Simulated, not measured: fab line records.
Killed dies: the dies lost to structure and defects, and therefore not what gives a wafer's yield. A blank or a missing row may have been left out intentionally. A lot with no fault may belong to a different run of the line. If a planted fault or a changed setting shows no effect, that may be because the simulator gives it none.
Matching of chambers ; flow n5-finfet ; cmp-04 running N5_ILD0_CMP_07: 4 sister chambers
The step polishes SiO2 flowable, stops on poly-Si, t overpolish 1.18 s, target thk 138.88 nm. 4 wafers are shown with their chamber, then 7 later ones without.

== EACH WAFER AND ITS CHAMBER ==
wafer;chamber;motor-current-A (A)
L087.1;1;12.8
L087.6;0;14.0
L089.3;2;13.3
L089.4;3;15.1

== WAFERS WHOSE CHAMBER IS MISSING ==
wafer;motor-current-A (A)
L089.5;15.8
L090.2;15.1
L090.5;12.1
L090.6;14.6
L097.1;13.0
L097.3;13.9
L097.4;12.9

== EACH ONE'S CHAMBER ==
wafer;from the rows above;in truth
L089.5;3;3
L090.2;3;3
L090.5;can't be placed: 1 or 2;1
L090.6;can't be placed: 3 or 0 or 2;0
L097.1;can't be placed: 1 or 2 or 0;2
L097.3;can't be placed: 0 or 2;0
L097.4;can't be placed: 1 or 2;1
Correct placement for 2 of the 7. These rows do not allow placing 5 (true chamber among the candidates in 5). Number placed wrongly: 0.
How it was worked out, from the rows above alone: a wafer's distance from a chamber is the root of the sum, over the readings, of the square of ((its reading less the chamber's mean) divided by the reading's scatter). The wafer belongs to the nearest chamber; if the next one is less than 2 further off, it can't be placed. Each chamber's mean is taken over the wafers shown for it. The scatter: with one shown wafer a chamber, the root of the mean of the squares of how far each hidden wafer lies from its nearest shown one.
